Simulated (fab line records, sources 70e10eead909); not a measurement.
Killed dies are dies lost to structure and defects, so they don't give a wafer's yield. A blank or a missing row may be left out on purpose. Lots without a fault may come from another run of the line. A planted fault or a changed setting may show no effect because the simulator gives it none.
Chamber matching | flow nand_harc | NHARC_P_M2_CMP_23 on cmp-03: 4 sister chambers
The step polishes, t overpolish 20 s, target thk 144.3 nm. 4 wafers are shown with their chamber, then 8 later ones without.

WAFERS WITH THEIR CHAMBER
wafer  | chamber | motor_current_A (A)
L087.2 | 2       | 12.0
L090.2 | 1       | 9.9
L090.5 | 3       | 11.8
L091.2 | 0       | 12.0

WAFERS WITHOUT THEIR CHAMBER
wafer  | motor_current_A (A)
L091.3 | 12.0
L091.4 | 11.9
L095.1 | 11.4
L095.2 | 11.1
L095.6 | 11.9
L096.1 | 11.6
L096.4 | 10.6
L096.6 | 11.9

WHICH CHAMBER EACH WENT THROUGH
wafer  | from the rows above               | in truth
L091.3 | can't be placed: 0 or 2 or 3      | 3
L091.4 | can't be placed: 0 or 2 or 3      | 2
L095.1 | can't be placed: 3 or 0 or 2      | 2
L095.2 | can't be placed: 3 or 0 or 2 or 1 | 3
L095.6 | can't be placed: 0 or 2 or 3      | 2
L096.1 | can't be placed: 3 or 0 or 2      | 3
L096.4 | can't be placed: 1 or 3 or 0 or 2 | 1
L096.6 | can't be placed: 0 or 2 or 3      | 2
Placed correctly: 0 of 8. Can't be placed from these rows: 8 (the true chamber is among the candidates in 8). Placed wrongly: 0.
How it was worked out, from the rows above alone: a wafer's distance from a chamber is the root of the sum, over the readings, of the square of ((its reading less the chamber's mean) divided by the reading's scatter). The wafer belongs to the nearest chamber; if the next one is less than 2 further off, it can't be placed. A chamber's mean is the mean of its shown wafers. The scatter: with one shown wafer a chamber, the root of the mean of the squares of how far each hidden wafer lies from its nearest shown one.
